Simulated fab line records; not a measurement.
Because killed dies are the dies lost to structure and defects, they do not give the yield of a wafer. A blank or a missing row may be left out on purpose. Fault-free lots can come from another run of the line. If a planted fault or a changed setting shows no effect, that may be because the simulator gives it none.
A struck lot beside a sound one | flow n5-finfet | 22 out of 1938 route steps
Sound: wafers L567.1, L567.2, L567.4. Struck: wafer L556.3; the same lot's L556.2 was not struck, so it is left out; see the end for the cause.
Order at every step that has rows: each side's tool, ch and its chambers, its first start. Under that, the readings that differ: sound wafers | struck wafers | difference of the means | sigmas: that difference in standard deviations of wafers without a fault.
alike: a reading whose means differ by less than 2 such deviations, as well as words and numbers matching on both sides. not compared: withheld readings; readings where some wafer has no value; bounds like >300 that might hide an equal value; numbers whose values overlap and for which the record gives no deviation.
A row with sigmas, a row that says differs or no value, or rows on one side alone: a step with any of these is where the two part. When numbers do not overlap yet have no deviation, they are printed without sigmas and do not part them. Lack of a reading on every wafer of one side parts them only where that side has two or more wafers.

first, 3 steps without rows for these wafers: N5_PMOS_HMC_CHANNEL_EPI_EXPOSE_06 (exposes mask PMOS HMC BLK, target cd 240 nm); N5_PMOS_HMC_CHANNEL_EPI_PEB_07 (peb time 60 s); N5_PMOS_HMC_CHANNEL_EPI_DEVELOP_08 (develop time 30 s).
N5_PMOS_HMC_CHANNEL_EPI_CD_MEAS_09 targets a cd of 237.4 nm.
  sound on cd-sem-03 ch 0, day 7 00:15; struck on cd-sem-03 ch 0, day 4 05:01
  reading    | sound             | struck | difference | sigmas
  cd-nm (nm) | 236.5 237.2 236.2 | 238.9  | +2.3       | +2
N5_PMOS_HMC_CHANNEL_EPI_OVL_MEAS_10:
  sound on overlay-01 ch 0, day 7 00:17; struck on overlay-02 ch 0, day 4 05:02
  alike: PMOS_HMC_BLK_OVL
N5_PMOS_HMC_CHANNEL_EPI_INSPECT_11: inspects for defects (macro).
  sound: defect-inspect-01 at day 7 00:18; struck: defect-inspect-01 at day 4 05:04
  reading          | sound | struck | difference | sigmas
  raw-defect-count | 0 1 2 | 4      | +3         | +2
N5_PMOS_HMC_CHANNEL_EPI_DESCUM_14: chemistry O2, time 7.9 s.
  sound on rie-diel-02 ch 0,1,2, day 7 00:52; struck on rie-diel-02 ch 3, day 4 05:06
  alike: drypump-motor-current-A, oes-product-au, rf-fwd-power-W, rf-vpp-V, showerhead-plenum-p-Torr, throttle-valve-pct
  not compared: rf-hours-counter-h
then, 1 step without rows for these wafers: N5_PMOS_HMC_CHANNEL_EPI_ETCH_32 (etches BARC in N2/H2, stops on SiO2, target depth 85.8 nm, time 50.3 s).
N5_PMOS_HMC_CHANNEL_EPI_HM_OPEN_15: chemistry CHF3/O2, target SiO2, target depth 40.6 nm, time 20.3 s.
  sound on rie-diel-02 ch 0,1,2, day 7 00:56; struck on rie-diel-02 ch 3, day 4 05:11
  alike: drypump-motor-current-A, oes-product-au, rf-fwd-power-W, rf-vpp-V, showerhead-plenum-p-Torr, throttle-valve-pct
  not compared: rf-hours-counter-h
N5_PMOS_HMC_CHANNEL_EPI_STRIP_33: strips in N2/H2.
  sound on rie-diel-02 ch 0,1,2, day 7 01:00; struck on rie-diel-02 ch 3, day 4 05:14
  alike: drypump-motor-current-A, h2-flow-sccm, oes-product-au, rf-vpp-V, showerhead-plenum-p-Torr, throttle-valve-pct
  not compared: rf-hours-counter-h
then, 1 step without rows for these wafers: N5_PMOS_HMC_CHANNEL_EPI_STRIP_17 (strips in SPM, time 750 s).
N5_PMOS_HMC_CHANNEL_EPI_ETCH_38: etches SiO2 in CF4, target depth 1.5 nm.
  sound on rie-si-02 ch 0,1,2, day 7 01:18; struck on rie-si-04 ch 3, day 4 05:45
  reading                | sound             | struck | difference | sigmas
  oes-product-au (a.u.)  | 1.034 1.037 1.004 | 0.981  | -0.044     | -2
  rf-hours-counter-h (h) | 180 73 105        | 2      | -117       |
  throttle-valve-pct (%) | 21.76 21.73 22.01 | 21.29  | -0.54      | -2
  alike: drypump-motor-current-A, rf-fwd-power-W
N5_PMOS_HMC_CHANNEL_EPI_FIN_RECESS_16: chemistry HBr/Cl2, target Si, target depth 54 nm, time 18 s.
  sound on rie-si-02 ch 0,1,2, day 7 01:19; struck on rie-si-04 ch 3, day 4 05:46
  reading                                                  | sound             | struck | difference | sigmas
  oes-product-au (a.u.)                                    | 1.027 1.034 0.999 | 1.258  | +0.238     | +17
  rf-hours-counter-h (h)                                   | 180 73 105        | 2      | -117       |
  throttle-valve-pct (%)                                   | 35.61 35.37 35.38 | 34.64  | -0.81      | -5
  model.PMOS_HMC_CHANNEL_EPI.feature-depth-nm (nm)         | 54.23 55.5 54.06  | 76.57  | +21.97     |
  model.etch.depth-nm (nm)                                 | 54.23 55.5 54.06  | 76.57  | +21.97     |
  model.SiO2_of_PMOS_HMC_CHANNEL_EPI_HM_DEP_34.thk-nm (nm) | 30.53 29.64 30.32 | 28.81  | -1.35      |
  alike: drypump-motor-current-A, rf-fwd-power-W
then, 1 step without rows for these wafers: N5_PMOS_HMC_CHANNEL_EPI_PRECLEAN_36 (cleans in O3/DIW, time 45 s).
N5_PMOS_HMC_CHANNEL_EPI_PRECLEAN_18: cleans in DHF, time 30 s.
  sound on wet-bench-01 ch 0,1,6, day 7 01:27; struck on wet-bench-02 ch 0, day 4 05:53
  reading                                                  | sound            | struck | difference | sigmas
  model.SiO2_of_PMOS_HMC_CHANNEL_EPI_HM_DEP_34.thk-nm (nm) | 24.91 24.02 24.7 | 23.34  | -1.20      |
then, 4 steps without rows for these wafers: N5_PMOS_HMC_CHANNEL_EPI_SRD_19 (time 30 s); N5_PMOS_HMC_CHANNEL_EPI_EPI_20 (deposits SiGe30, target thk 59 nm); N5_PMOS_HMC_CHANNEL_EPI_HM_STRIP_35 (strips SiO2 in dHF, material SiO2, target depth 39.6 nm, time 216 s); N5_PMOS_HMC_CHANNEL_EPI_SRD_39 (time 30 s).
N5_PMOS_HMC_CHANNEL_EPI_CMP_21: polishes SiGe30, target thk 54 nm.
  sound on cmp-01 ch 1,2,3, day 7 03:16; struck on cmp-02 ch 3, day 4 07:43
  alike: motor-current-A, slurry-filter-dp-kPa
N5_PMOS_HMC_CHANNEL_EPI_THK_MEAS_22:
  sound: film-metro-01 at day 7 03:34; struck: film-metro-02 at day 4 08:01
  reading          | sound          | struck | difference | sigmas
  HMC_CMP_THK (nm) | 54.3 55.6 54.0 | 59.0   | +4.4       | +5
then, 1 step without rows for these wafers: N5_PMOS_HMC_CHANNEL_EPI_PRECLEAN_40 (cleans in DHF, time 30 s).

## WHERE THEY PART
At N5_PMOS_HMC_CHANNEL_EPI_CD_MEAS_09 first; at N5_PMOS_HMC_CHANNEL_EPI_THK_MEAS_22 last (within this record only).

WHY: whatever the simulator had introduced
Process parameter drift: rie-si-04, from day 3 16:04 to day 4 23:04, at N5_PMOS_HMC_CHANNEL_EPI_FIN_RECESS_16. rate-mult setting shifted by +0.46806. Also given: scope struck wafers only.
